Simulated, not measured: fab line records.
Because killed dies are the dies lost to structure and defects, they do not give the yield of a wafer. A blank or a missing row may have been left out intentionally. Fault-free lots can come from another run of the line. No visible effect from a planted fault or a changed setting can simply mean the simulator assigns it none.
Which tool is to blame?    flow n5 finfet    at 1 step of a route of 1938, 12 lots with 36 wafers sampled

== WHAT THE GAUGES READ, wafer by wafer ==
N5_WELL_APT_CD_MEAS_25: target cd 200 nm.
lot   measured     on         cd nm (nm)
L075  day 1 21:26  cd sem-02  201.0 201.3 201.7
L077  day 2 09:08  cd sem-02  201.0 202.6 202.0
L079  day 2 21:02  cd sem-01  201.6 200.1 199.0
L081  day 3 08:58  cd sem-01  201.2 200.3 201.6
L083  day 3 20:42  cd sem-02  200.5 201.5 201.0
L085  day 4 09:13  cd sem-01  199.6 197.9 199.2
L087  day 4 21:09  cd sem-02  201.6 199.8 199.1
L089  day 5 09:10  cd sem-03  201.9 202.2 200.7
L091  day 5 20:56  cd sem-03  199.4 198.6 197.1
L093  day 6 09:05  cd sem-01  202.0 199.4 200.7
L095  day 6 21:33  cd sem-01  201.1 200.8 200.1
L097  day 7 08:41  cd sem-01  199.8 199.6 200.6

== WHICH TOOL RAN EACH LOT (tool, then ch and the chambers of the sampled wafers, then the start) ==
The record holds no process step before these readings.

== THE ANSWER, worked out from the rows above alone ==
Rule: the usual values come from the lots themselves. Put in order of their means at a reading, lots are off if they are a third of the lots or fewer, leave a main group of 4 or more, and stand apart from it by a gap of 3 or more times the standard deviation of the main group's means; of several such gaps the widest counts. Not used: any main group whose means are identical at the precision the tables above print for the reading. A lot without any number at a reading at which 4 lots or more have one is off too. Any other lot the step has rows for is counted as sound.
Across all readings shown, no lot is off: no conclusion can be drawn from this.

== WHAT THE SIMULATOR HAD INSERTED ==
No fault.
